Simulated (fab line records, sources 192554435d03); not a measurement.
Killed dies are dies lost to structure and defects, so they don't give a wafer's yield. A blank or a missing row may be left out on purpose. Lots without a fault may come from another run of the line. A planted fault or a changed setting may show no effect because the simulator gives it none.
Chamber matching | flow n5_finfet | N5_BEOL_M0_SAQP_HM_DEP_111 on pecvd-02: 3 sister chambers
The step deposits SiO2 from SiH4/N2O, target thk 12 nm, time 7.2 s. 3 wafers are shown with their chamber, then 11 later ones without.

WAFERS WITH THEIR CHAMBER
wafer  | chamber | showerhead_vpp_V (V)
L089.5 | 0       | 1075
L089.6 | 2       | 1009
L091.1 | 1       | 998

WAFERS WITHOUT THEIR CHAMBER
wafer  | showerhead_vpp_V (V)
L091.2 | 1002
L091.6 | 1068
L095.1 | 1074
L095.2 | 1014
L095.6 | 1020
L096.1 | 1013
L096.2 | 1090
L096.5 | 1005
L097.1 | 991
L097.2 | 1004
L097.5 | 1007

WHICH CHAMBER EACH WENT THROUGH
wafer  | from the rows above     | in truth
L091.2 | can't be placed: 1 or 2 | 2
L091.6 | 0                       | 0
L095.1 | 0                       | 0
L095.2 | can't be placed: 2 or 1 | 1
L095.6 | can't be placed: 2 or 1 | 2
L096.1 | can't be placed: 2 or 1 | 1
L096.2 | 0                       | 0
L096.5 | can't be placed: 2 or 1 | 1
L097.1 | can't be placed: 1 or 2 | 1
L097.2 | can't be placed: 2 or 1 | 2
L097.5 | can't be placed: 2 or 1 | 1
Placed correctly: 3 of 11. Can't be placed from these rows: 8 (the true chamber is among the candidates in 8). Placed wrongly: 0.
How it was worked out, from the rows above alone: a wafer's distance from a chamber is the root of the sum, over the readings, of the square of ((its reading less the chamber's mean) divided by the reading's scatter). The wafer belongs to the nearest chamber; if the next one is less than 2 further off, it can't be placed. A chamber's mean is the mean of its shown wafers. The scatter: with one shown wafer a chamber, the root of the mean of the squares of how far each hidden wafer lies from its nearest shown one.
